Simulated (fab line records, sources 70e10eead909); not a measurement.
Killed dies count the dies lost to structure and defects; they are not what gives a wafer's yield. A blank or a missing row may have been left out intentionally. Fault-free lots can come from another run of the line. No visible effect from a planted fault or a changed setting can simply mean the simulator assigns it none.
Struck lot and sound lot, side by side	flow nand-harc	13 steps out of a route of 1302
Sound: wafers L708.2, L708.4, L708.5. Struck: wafer L705.4. (L705.1, L705.5 of the same lot were not struck and are left out.) The cause comes at the end.
Order at every step that has rows: each side's tool, ch and its chambers, its first start. Under that, the readings that differ: sound wafers	struck wafers	difference of the means	sigmas: that difference in standard deviations of wafers without a fault.
alike: readings with means less than 2 such deviations apart, plus words and numbers identical on both sides. not compared: withheld readings, readings lacking a value on some wafer, bounds such as >300 that could conceal the same value, and numbers that have no deviation in the record and whose values overlap.
The two part at a step that has a row with sigmas, a row that says differs or no value, or rows on one side only. Numbers that don't overlap but have no deviation are shown without sigmas and don't part them. A reading that every wafer of one side lacks parts them only if that side has two wafers or more.

first, 9 steps without rows for these wafers: NHARC_A_STAIRCASE_DEHYDRATE_01 (time 120 s); NHARC_A_STAIRCASE_HMDS_02 (time 30 s); NHARC_A_STAIRCASE_COAT_03; NHARC_A_STAIRCASE_SOFTBAKE_04 (time 170 s); NHARC_A_STAIRCASE_EBR_05; NHARC_A_STAIRCASE_EXPOSE_06 (exposes mask STAIR); NHARC_A_STAIRCASE_PEB_07 (peb time 130 s); NHARC_A_STAIRCASE_DEVELOP_08 (time 140 s); NHARC_A_STAIRCASE_HARDBAKE_10 (time 140 s).
NHARC_A_STAIRCASE_DESCUM_11: chemistry O2, time 3 s.
  sound on rie-diel-01 ch 0,1,2, day 23 03:11; struck on rie-diel-05 ch 3, day 21 17:13
reading	sound	struck	difference	sigmas
oes-product-au (a.u.)	1.003 1.010 1.007	0.988	-0.019	-2
  alike: chamber-pressure-mTorr, drypump-motor-current-A, rf-vpp-V, showerhead-plenum-p-Torr, throttle-valve-pct
  not compared: rf-hours-counter-h
NHARC_A_STAIRCASE_TRIM_12: chemistry O2, time 211.2 s.
  sound on rie-diel-01 ch 0,1,2, day 23 03:15; struck on rie-diel-05 ch 0, day 21 17:17
reading	sound	struck	difference	sigmas
showerhead-plenum-p-Torr (Torr)	3.65 3.78 3.77	3.31	-0.42	-3
  alike: chamber-pressure-mTorr, drypump-motor-current-A, oes-product-au, rf-vpp-V, throttle-valve-pct
  not compared: rf-hours-counter-h
NHARC_A_STAIRCASE_ETCH_13: etches the open film in C4F8/O2, target depth 100 nm, time 40.5 s.
  sound on rie-diel-01 ch 0,1,2, day 23 03:25; struck on rie-diel-05 ch 0, day 21 17:26
reading	sound	struck	difference	sigmas
chamber-pressure-mTorr (mTorr)	25.009 24.973 25.000	25.057	+0.063	+3
rf-vpp-V (V)	899 906 904	886	-17	-3
run-length-s (s)	62.0 61.8 62.3	50.6	-11.4	-27
  alike: oes-product-au
  not compared: rf-hours-counter-h
NHARC_A_STAIRCASE_TRIM_14: chemistry O2, time 211.2 s.
  sound: rie-diel-01 ch 0,2,3; struck: rie-diel-05 ch 2
reading	sound	struck	difference	sigmas
rf-vpp-V (V)	58.6 58.7 57.2	55.6	-2.6	-3
  alike: chamber-pressure-mTorr, drypump-motor-current-A, oes-product-au, showerhead-plenum-p-Torr, throttle-valve-pct
  not compared: rf-hours-counter-h

== WHERE THEY PART ==
First at NHARC_A_STAIRCASE_DESCUM_11; last, within this record, at NHARC_A_STAIRCASE_TRIM_14.

WHY: whatever the simulator had introduced
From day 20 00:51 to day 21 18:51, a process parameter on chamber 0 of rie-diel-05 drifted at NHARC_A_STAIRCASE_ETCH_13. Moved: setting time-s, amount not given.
